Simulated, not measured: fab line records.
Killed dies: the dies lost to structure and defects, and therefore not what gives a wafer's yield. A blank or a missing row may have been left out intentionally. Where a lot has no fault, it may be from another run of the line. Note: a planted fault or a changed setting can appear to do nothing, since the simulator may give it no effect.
fab line records + flow n5-finfet + part 2 of 2: steps 4 to 6 of 6
record
- lots=23
- wafers=69
- last-day=18
route steps=1938 shown MOL_CONTACT_COAG@530
lots with no fault: from the same line, run without faults
start-h: hours from the record's first day to the start of the lot's first wafer shown + wait-h: how many hours have passed since the lot's step before this one + " repeats the value in the row above + L1.1+2: a single row standing in for several wafers + - either no value or no given start + * or withheld: withheld + < > ~ a bound
route shown NAME@n: a module of which the file shows steps, and the number in the route of the first + usual: the fault-free wafers' mean and standard deviation + same: alike in all rows + chamber/n: place in a boat + sites: per-site readings + _std_site: their standard deviation + _edge_site: outer sites' mean less inner sites' + radius-mm: how far each site lies from the wafer's centre + mask NAME#n: copy n + behind: the tool/chamber that last shaped the wafer + hold: why the lot went on hold/how many hours it stayed there/how the hold came to an end + device: the transistor (n, p or np) that didn't switch + end of line: the same wafers' tests at the end of the route + a step without rows: its recipe alone + killed: count of dies lost to structure and defects at first sort (not the wafer's yield) + map: the dies of a wafer, with x for killed, . for not killed, _ for no die there
set.NAME: the run value of the setting; set.NAME@STEP: its run value at that earlier step + model.NAME: the simulator's own value behind a step, which no gauge read
steps of the route over a sample of lots; a table a step, a row a wafer
services: the hour from which a tool's chamber was out of use, counted from the record's first day as start-h (under 0 if before that day), plus the number of hours and why
## steps
# step N5_MOL_CONTACT_COAG_CMP_23
# recipe
- stop-on=SiO2
- t-overpolish-s=1.5
- post-cmp-clean=cu-alkaline
- down-force-psi=2
- platen-rpm=50.289
- pad-velocity-m-s=1.0006
- target-thk-nm=0
# usual
- motor-current-A=8.1/0.84
- overpolish-run-s=1.499/0.0093
- platen-rpm=50.29/0.035
- retaining-ring-pressure-frac=1.000/0.0051
- slurry-flow-ml-min=150.0/0.46
- time-to-endpoint-s=9.6/2.7
| lot.wafer | tool   | chamber | start-h | wait-h | motor-current-A | overpolish-run-s | platen-rpm | retaining-ring-pressure-frac | slurry-flow-ml-min | time-to-endpoint-s |
|-----------|--------|---------|---------|--------|-----------------|------------------|------------|------------------------------|--------------------|--------------------|
| L074.1    | cmp-04 | 0       | 93.10   | 0.0    | 8.8             | 1.518            | 50.29      | 1.000                        | 149.8              | 9.1                |
| L074.3    | "      | 3       | "       | "      | 8.3             | 1.495            | 50.31      | 1.008                        | 150.3              | 8.0                |
| L074.6    | "      | 0       | "       | "      | 8.7             | 1.491            | 50.30      | 1.002                        | 150.1              | 8.1                |
| L075.3    | cmp-04 | 2       | 102.95  | 0.0    | 6.7             | 1.517            | 50.37      | 1.001                        | 149.3              | 11.4               |
| L075.1    | "      | 0       | "       | "      | 9.0             | 1.495            | 50.26      | 0.992                        | 150.5              | 8.5                |
| L075.4    | "      | 1       | "       | "      | 7.4             | 1.504            | 50.28      | 1.005                        | 150.4              | 9.4                |
| L076.3    | cmp-01 | 3       | 116.97  | 0.0    | 7.5             | 1.497            | 50.31      | 1.002                        | 149.6              | 13.6               |
| L076.1    | "      | 0       | "       | "      | 7.4             | 1.496            | 50.27      | 0.994                        | 150.5              | 12.9               |
| L076.6    | "      | 3       | "       | "      | 7.6             | 1.501            | 50.23      | 1.000                        | 150.3              | 11.6               |
| L078.2    | cmp-04 | 2       | 119.35  | 0.0    | 7.2             | 1.495            | 50.28      | 1.004                        | 150.3              | 12.9               |
| L078.4    | "      | 0       | "       | "      | 8.8             | 1.505            | 50.24      | 0.992                        | 149.4              | 9.7                |
| L078.5    | "      | 2       | "       | "      | 7.3             | 1.506            | 50.38      | 1.000                        | 150.1              | 11.0               |
| L079.1    | cmp-04 | 2       | 125.11  | 0.1    | 6.6             | 1.479            | 50.30      | 1.003                        | 150.5              | 15.6               |
| L079.3    | "      | 3       | "       | "      | 8.0             | 1.499            | 50.27      | 1.005                        | 150.4              | 8.5                |
| L079.4    | "      | 0       | "       | "      | 8.7             | 1.512            | 50.30      | 0.999                        | 149.7              | 11.4               |
| L080.2    | cmp-02 | 3       | 133.53  | 0.0    | 8.1             | 1.514            | 50.28      | 1.002                        | 149.7              | 10.9               |
| L080.4    | "      | 0       | "       | "      | 8.5             | 1.504            | 50.40      | 0.996                        | 150.1              | 8.0                |
| L080.5    | "      | 3       | "       | "      | 7.8             | 1.494            | 50.27      | 1.004                        | 150.2              | 13.2               |
| L081.1    | cmp-02 | 3       | 136.44  | 0.0    | 8.3             | 1.504            | 50.26      | 0.997                        | 150.0              | 11.3               |
| L081.4    | "      | 1       | "       | "      | 7.9             | 1.496            | 50.35      | 0.988                        | 150.7              | 7.3                |
| L081.5    | "      | 0       | "       | "      | 8.8             | 1.498            | 50.31      | 0.999                        | 150.4              | 4.0                |
| L082.1    | cmp-01 | 1       | 148.98  | 0.0    | 9.0             | 1.501            | 50.32      | 0.996                        | 149.6              | 12.0               |
| L082.3    | "      | 0       | "       | "      | 7.5             | 1.501            | 50.26      | 0.998                        | 150.7              | 10.6               |
| L082.5    | "      | 2       | "       | "      | 7.3             | 1.489            | 50.31      | 0.993                        | 149.3              | 6.5                |
| L083.1    | cmp-01 | 2       | 151.84  | 0.1    | 7.5             | 1.498            | 50.31      | 1.005                        | 149.9              | 2.6                |
| L083.5    | "      | 0       | "       | "      | 7.6             | 1.502            | 50.26      | 1.016                        | 149.9              | 8.0                |
| L083.6    | "      | 1       | "       | "      | 8.8             | 1.495            | 50.32      | 1.001                        | 150.4              | 8.7                |
| L084.3    | cmp-04 | 0       | 157.89  | 0.1    | 8.9             | 1.508            | 50.30      | 1.004                        | 149.7              | 9.5                |
| L084.2    | "      | 1       | "       | "      | 7.0             | 1.496            | 50.25      | 1.000                        | 150.4              | 7.7                |
| L084.5    | "      | 3       | "       | "      | 8.2             | 1.519            | 50.29      | 0.998                        | 150.1              | 9.3                |
| L085.3    | cmp-02 | 1       | 161.09  | 0.0    | 7.5             | 1.508            | 50.27      | 0.997                        | 149.8              | 10.6               |
| L085.5    | "      | 1       | "       | "      | 7.9             | 1.496            | 50.29      | 0.998                        | 150.0              | 7.5                |
| L085.6    | "      | 2       | "       | "      | 9.5             | 1.504            | 50.35      | 1.008                        | 150.3              | 10.4               |
| L087.2    | cmp-01 | 2       | 172.60  | 0.0    | 7.9             | 1.502            | 50.31      | 1.004                        | 150.4              | 7.2                |
| L087.3    | "      | 1       | "       | "      | 8.7             | 1.506            | 50.22      | 0.999                        | 149.0              | 6.6                |
| L087.5    | "      | 3       | "       | "      | 7.6             | 1.507            | 50.32      | 0.997                        | 149.8              | 7.7                |
| L086.4    | cmp-02 | 0       | 173.50  | 0.0    | 8.2             | 1.498            | 50.33      | 0.994                        | 150.2              | 6.4                |
| L086.3    | "      | 1       | "       | "      | 7.3             | 1.495            | 50.29      | 1.001                        | 149.2              | 8.6                |
| L086.1    | "      | 3       | "       | "      | 7.8             | 1.498            | 50.31      | 1.005                        | 150.2              | 9.9                |
| L089.1    | cmp-01 | 1       | 188.32  | 0.1    | 8.7             | 1.494            | 50.23      | 1.003                        | 149.9              | 10.2               |
| L089.6    | "      | 2       | "       | "      | 7.6             | 1.516            | 50.35      | 1.001                        | 149.6              | 8.8                |
| L089.5    | "      | 3       | "       | "      | 7.5             | 1.502            | 50.30      | 1.001                        | 150.4              | 8.3                |
| L088.4    | cmp-02 | 1       | 188.53  | 0.1    | 7.7             | 1.488            | 50.32      | 0.999                        | 150.0              | 10.6               |
| L088.1    | "      | 2       | "       | "      | 9.8             | 1.502            | 50.32      | 1.008                        | 149.5              | 12.2               |
| L088.5    | "      | 1       | "       | "      | 7.7             | 1.484            | 50.27      | 0.995                        | 149.9              | 11.5               |
| L091.3    | cmp-04 | 3       | 194.92  | 0.0    | 7.9             | 1.498            | 50.31      | 1.002                        | 149.7              | 9.9                |
| L091.4    | "      | 2       | "       | "      | 7.1             | 1.488            | 50.31      | 1.009                        | 149.7              | 14.1               |
| L091.6    | "      | 3       | "       | "      | 8.2             | 1.507            | 50.25      | 1.002                        | 150.1              | 9.3                |
| L090.3    | cmp-02 | 1       | 198.58  | 0.1    | 7.2             | 1.499            | 50.27      | 0.992                        | 150.2              | 11.7               |
| L090.1    | "      | 3       | "       | "      | 7.8             | 1.499            | 50.27      | 1.004                        | 150.8              | 12.6               |
| L090.5    | "      | 1       | "       | "      | 7.3             | 1.501            | 50.28      | 1.004                        | 149.7              | 12.5               |
| L092.4    | cmp-04 | 3       | 205.85  | 0.1    | 8.2             | 1.491            | 50.29      | 1.001                        | 149.3              | 7.7                |
| L092.3    | "      | 0       | "       | "      | 8.7             | 1.512            | 50.31      | 1.001                        | 148.8              | 10.2               |
| L092.6    | "      | 1       | "       | "      | 7.7             | 1.493            | 50.27      | 1.006                        | 151.5              | 9.8                |
| L093.4    | cmp-04 | 1       | 216.35  | 0.1    | 7.2             | 1.506            | 50.27      | 0.996                        | 150.5              | 8.0                |
| L093.3    | "      | 2       | "       | "      | 6.9             | 1.481            | 50.33      | 1.000                        | 149.8              | 10.5               |
| L093.6    | "      | 0       | "       | "      | 9.2             | 1.498            | 50.30      | 0.992                        | 149.8              | 6.3                |
| L094.1    | cmp-02 | 2       | 219.06  | 0.1    | 9.9             | 1.499            | 50.27      | 1.000                        | 150.3              | 11.8               |
| L094.5    | "      | 3       | "       | "      | 8.2             | 1.500            | 50.27      | 1.004                        | 149.9              | 13.0               |
| L094.6    | "      | 0       | "       | "      | 8.4             | 1.486            | 50.29      | 0.992                        | 149.5              | 6.3                |
| L095.2    | cmp-04 | 1       | 223.86  | 0.0    | 7.5             | 1.514            | 50.28      | 1.006                        | 150.7              | 11.0               |
| L095.4    | "      | 3       | "       | "      | 8.2             | 1.489            | 50.35      | 0.998                        | 150.2              | 10.5               |
| L095.6    | "      | 2       | "       | "      | 7.1             | 1.487            | 50.38      | 1.004                        | 149.6              | 14.8               |
| L096.1    | cmp-02 | 1       | 232.88  | 0.0    | 7.8             | 1.508            | 50.35      | 1.003                        | 149.9              | 5.4                |
| L096.6    | "      | 1       | "       | "      | 7.6             | 1.517            | 50.28      | 0.998                        | 149.5              | 11.4               |
| L096.5    | "      | 2       | "       | "      | 10.2            | 1.496            | 50.25      | 1.001                        | 149.9              | 10.0               |
| L097.2    | cmp-02 | 3       | 240.95  | 0.0    | 7.8             | 1.484            | 50.31      | 0.999                        | 150.1              | 10.6               |
| L097.3    | "      | 0       | "       | "      | 8.6             | 1.511            | 50.30      | 1.003                        | 150.0              | 5.5                |
| L097.1    | "      | 1       | "       | "      | 8.1             | 1.491            | 50.32      | 1.001                        | 150.0              | 8.9                |
# step N5_MOL_CONTACT_COAG_INSPECT_57
# recipe
- mode=adi
- inspect-instrument=brightfield
# usual
- raw-defect-count=222/56
| lot.wafer | tool              | chamber | start-h | wait-h | raw-defect-count |
|-----------|-------------------|---------|---------|--------|------------------|
| L074.1    | defect-inspect-01 | -       | 97.94   | 0.1    | 160              |
| L074.3    | "                 | -       | "       | "      | 157              |
| L074.6    | "                 | -       | "       | "      | 150              |
| L075.1    | defect-inspect-01 | -       | 106.90  | 0.1    | 291              |
| L075.3    | "                 | -       | "       | "      | 184              |
| L075.4    | "                 | -       | "       | "      | 230              |
| L076.1    | defect-inspect-01 | -       | 121.30  | 0.1    | 213              |
| L076.3    | "                 | -       | "       | "      | 259              |
| L076.6    | "                 | -       | "       | "      | 172              |
| L078.2    | defect-inspect-01 | -       | 124.02  | 0.0    | 243              |
| L078.4    | "                 | -       | "       | "      | 228              |
| L078.5    | "                 | -       | "       | "      | 163              |
| L079.1    | defect-inspect-01 | -       | 128.76  | 0.1    | 346              |
| L079.3    | "                 | -       | "       | "      | 290              |
| L079.4    | "                 | -       | "       | "      | 145              |
| L080.2    | defect-inspect-01 | -       | 137.27  | 0.0    | 204              |
| L080.4    | "                 | -       | "       | "      | 200              |
| L080.5    | "                 | -       | "       | "      | 202              |
| L081.1    | defect-inspect-02 | -       | 140.10  | 0.1    | 377              |
| L081.4    | "                 | -       | "       | "      | 245              |
| L081.5    | "                 | -       | "       | "      | 245              |
| L082.1    | defect-inspect-02 | -       | 152.89  | 0.1    | 218              |
| L082.3    | "                 | -       | "       | "      | 301              |
| L082.5    | "                 | -       | "       | "      | 207              |
| L083.1    | defect-inspect-02 | -       | 155.95  | 0.1    | 294              |
| L083.5    | "                 | -       | "       | "      | 166              |
| L083.6    | "                 | -       | "       | "      | 195              |
| L084.2    | defect-inspect-02 | -       | 161.63  | 0.0    | 181              |
| L084.3    | "                 | -       | "       | "      | 246              |
| L084.5    | "                 | -       | "       | "      | 197              |
| L085.3    | defect-inspect-02 | -       | 164.91  | 0.0    | 204              |
| L085.5    | "                 | -       | "       | "      | 177              |
| L085.6    | "                 | -       | "       | "      | 272              |
| L087.2    | defect-inspect-02 | -       | 176.25  | 0.0    | 266              |
| L087.3    | "                 | -       | "       | "      | 355              |
| L087.5    | "                 | -       | "       | "      | 230              |
| L086.1    | defect-inspect-01 | -       | 177.15  | 0.1    | 293              |
| L086.3    | "                 | -       | "       | "      | 207              |
| L086.4    | "                 | -       | "       | "      | 343              |
| L089.1    | defect-inspect-01 | -       | 193.04  | 0.1    | 142              |
| L089.5    | "                 | -       | "       | "      | 305              |
| L089.6    | "                 | -       | "       | "      | 195              |
| L088.1    | defect-inspect-01 | -       | 194.25  | 0.1    | 243              |
| L088.4    | "                 | -       | "       | "      | 187              |
| L088.5    | "                 | -       | "       | "      | 124              |
| L091.3    | defect-inspect-02 | -       | 198.70  | 0.0    | 152              |
| L091.4    | "                 | -       | "       | "      | 184              |
| L091.6    | "                 | -       | "       | "      | 238              |
| L090.1    | defect-inspect-02 | -       | 202.24  | 0.1    | 216              |
| L090.3    | "                 | -       | "       | "      | 198              |
| L090.5    | "                 | -       | "       | "      | 242              |
| L092.3    | defect-inspect-01 | -       | 210.86  | 0.0    | 230              |
| L092.4    | "                 | -       | "       | "      | 200              |
| L092.6    | "                 | -       | "       | "      | 150              |
| L093.3    | defect-inspect-02 | -       | 219.99  | 0.0    | 243              |
| L093.4    | "                 | -       | "       | "      | 391              |
| L093.6    | "                 | -       | "       | "      | 258              |
| L094.1    | defect-inspect-01 | -       | 222.66  | 0.1    | 230              |
| L094.5    | "                 | -       | "       | "      | 138              |
| L094.6    | "                 | -       | "       | "      | 165              |
| L095.2    | defect-inspect-01 | -       | 229.08  | 0.0    | 137              |
| L095.4    | "                 | -       | "       | "      | 179              |
| L095.6    | "                 | -       | "       | "      | 235              |
| L096.1    | defect-inspect-01 | -       | 236.53  | 0.1    | 172              |
| L096.5    | "                 | -       | "       | "      | 224              |
| L096.6    | "                 | -       | "       | "      | 232              |
| L097.1    | defect-inspect-02 | -       | 245.00  | 0.1    | 311              |
| L097.2    | "                 | -       | "       | "      | 386              |
| L097.3    | "                 | -       | "       | "      | 336              |
# step N5_MOL_CONTACT_COAG_OVL_MEAS_41
# recipe
- points-per-wafer=522
# usual
- VD_OVL=-0.4/0.68
| lot.wafer | tool       | chamber | start-h | wait-h | VD_OVL[nm] |
|-----------|------------|---------|---------|--------|------------|
| L074.1    | overlay-01 | 0       | 99.36   | 0.0    | -0.5       |
| L074.3    | "          | 0       | "       | "      | -0.6       |
| L074.6    | "          | 0       | "       | "      | -0.9       |
| L075.1    | overlay-01 | 0       | 108.10  | 0.0    | 0.7        |
| L075.3    | "          | 0       | "       | "      | 0.6        |
| L075.4    | "          | 0       | "       | "      | 0.5        |
| L076.1    | overlay-02 | 0       | 122.86  | 0.0    | 0.1        |
| L076.3    | "          | 0       | "       | "      | -0.2       |
| L076.6    | "          | 0       | "       | "      | 0.2        |
| L078.2    | overlay-01 | 0       | 125.71  | 0.0    | -0.7       |
| L078.4    | "          | 0       | "       | "      | 0.1        |
| L078.5    | "          | 0       | "       | "      | -0.9       |
| L079.1    | overlay-02 | 0       | 129.96  | 0.0    | -0.9       |
| L079.3    | "          | 0       | "       | "      | -1.5       |
| L079.4    | "          | 0       | "       | "      | -1.0       |
| L080.2    | overlay-02 | 0       | 138.65  | 0.0    | -1.2       |
| L080.4    | "          | 0       | "       | "      | -0.9       |
| L080.5    | "          | 0       | "       | "      | -0.7       |
| L081.1    | overlay-01 | 0       | 141.29  | 0.0    | -0.2       |
| L081.4    | "          | 0       | "       | "      | -0.4       |
| L081.5    | "          | 0       | "       | "      | 0.7        |
| L082.1    | overlay-02 | 0       | 154.14  | 0.0    | 0.3        |
| L082.3    | "          | 0       | "       | "      | 0.1        |
| L082.5    | "          | 0       | "       | "      | -0.5       |
| L083.1    | overlay-01 | 0       | 157.16  | 0.0    | -0.4       |
| L083.5    | "          | 0       | "       | "      | 1.0        |
| L083.6    | "          | 0       | "       | "      | -0.2       |
| L084.2    | overlay-01 | 0       | 162.82  | 0.0    | -1.8       |
| L084.3    | "          | 0       | "       | "      | -1.2       |
| L084.5    | "          | 0       | "       | "      | -0.2       |
| L085.3    | overlay-02 | 0       | 166.11  | 0.0    | -0.4       |
| L085.5    | "          | 0       | "       | "      | -1.1       |
| L085.6    | "          | 0       | "       | "      | 0.3        |
| L087.2    | overlay-02 | 0       | 177.45  | 0.0    | -0.9       |
| L087.3    | "          | 0       | "       | "      | -0.3       |
| L087.5    | "          | 0       | "       | "      | -1.5       |
| L086.1    | overlay-02 | 0       | 178.53  | 0.0    | -0.1       |
| L086.3    | "          | 0       | "       | "      | 0.4        |
| L086.4    | "          | 0       | "       | "      | 0.5        |
| L089.1    | overlay-01 | 0       | 194.23  | 0.0    | -1.0       |
| L089.5    | "          | 0       | "       | "      | -0.9       |
| L089.6    | "          | 0       | "       | "      | 0.3        |
| L088.1    | overlay-02 | 0       | 195.76  | 0.0    | 0.8        |
| L088.4    | "          | 0       | "       | "      | 0.0        |
| L088.5    | "          | 0       | "       | "      | 0.7        |
| L091.3    | overlay-02 | 0       | 200.06  | 0.0    | -0.3       |
| L091.4    | "          | 0       | "       | "      | 0.6        |
| L091.6    | "          | 0       | "       | "      | -0.1       |
| L090.1    | overlay-02 | 0       | 203.93  | 0.0    | 0.8        |
| L090.3    | "          | 0       | "       | "      | -0.7       |
| L090.5    | "          | 0       | "       | "      | -0.6       |
| L092.3    | overlay-01 | 0       | 214.14  | 0.0    | 0.3        |
| L092.4    | "          | 0       | "       | "      | 0.1        |
| L092.6    | "          | 0       | "       | "      | -1.1       |
| L093.3    | overlay-02 | 0       | 221.48  | 0.0    | 0.0        |
| L093.4    | "          | 0       | "       | "      | -0.6       |
| L093.6    | "          | 0       | "       | "      | -1.0       |
| L094.1    | overlay-02 | 0       | 224.11  | 0.0    | 0.8        |
| L094.5    | "          | 0       | "       | "      | -0.5       |
| L094.6    | "          | 0       | "       | "      | -0.7       |
| L095.2    | overlay-01 | 0       | 230.88  | 0.0    | -0.4       |
| L095.4    | "          | 0       | "       | "      | 0.2        |
| L095.6    | "          | 0       | "       | "      | -0.5       |
| L096.1    | overlay-02 | 0       | 239.43  | 0.0    | -0.8       |
| L096.5    | "          | 0       | "       | "      | -0.5       |
| L096.6    | "          | 0       | "       | "      | -1.9       |
| L097.1    | overlay-02 | 0       | 246.52  | 0.0    | -0.6       |
| L097.2    | "          | 0       | "       | "      | -1.1       |
| L097.3    | "          | 0       | "       | "      | -0.3       |
## services
| tool        | chamber | start-h | hours | kind   |
|-------------|---------|---------|-------|--------|
| cmp-02      | -       | 63.79   | 6.3   | pm     |
| rie-diel-01 | 1       | 66.24   | 16.2  | repair |
| cmp-04      | -       | 68.62   | 1.5   | repair |
| cmp-01      | -       | 90.93   | 3.4   | repair |
| rie-diel-06 | 0       | 95.43   | 9.2   | repair |
| rie-diel-01 | 0       | 107.19  | 29.5  | repair |
| cmp-02      | -       | 121.10  | 1.6   | repair |
| cmp-04      | -       | 153.99  | 1.2   | repair |
| cmp-04      | -       | 158.51  | 4.0   | pm     |
| cmp-04      | -       | 162.88  | 7.6   | repair |
| cmp-01      | -       | 168.17  | 4.1   | pm     |
| rie-diel-06 | 2       | 169.03  | 5.1   | repair |
| rie-diel-01 | 3       | 172.08  | 16.0  | repair |
| rie-diel-01 | 1       | 175.77  | 9.0   | repair |
| cmp-01      | -       | 179.11  | 2.5   | repair |
| rie-diel-06 | -       | 183.10  | 0.2   | repair |
| cmp-02      | -       | 183.37  | 4.0   | pm     |
| rie-diel-03 | 3       | 184.82  | 4.3   | repair |
| cmp-01      | -       | 192.70  | 7.2   | repair |
| cmp-02      | -       | 223.26  | 4.3   | pm     |
| cmp-02      | -       | 227.88  | 1.6   | repair |
| rie-diel-06 | -       | 233.19  | 15.6  | pm     |
| cmp-01      | -       | 234.04  | 3.7   | pm     |
| cmp-04      | -       | 236.65  | 5.7   | pm     |
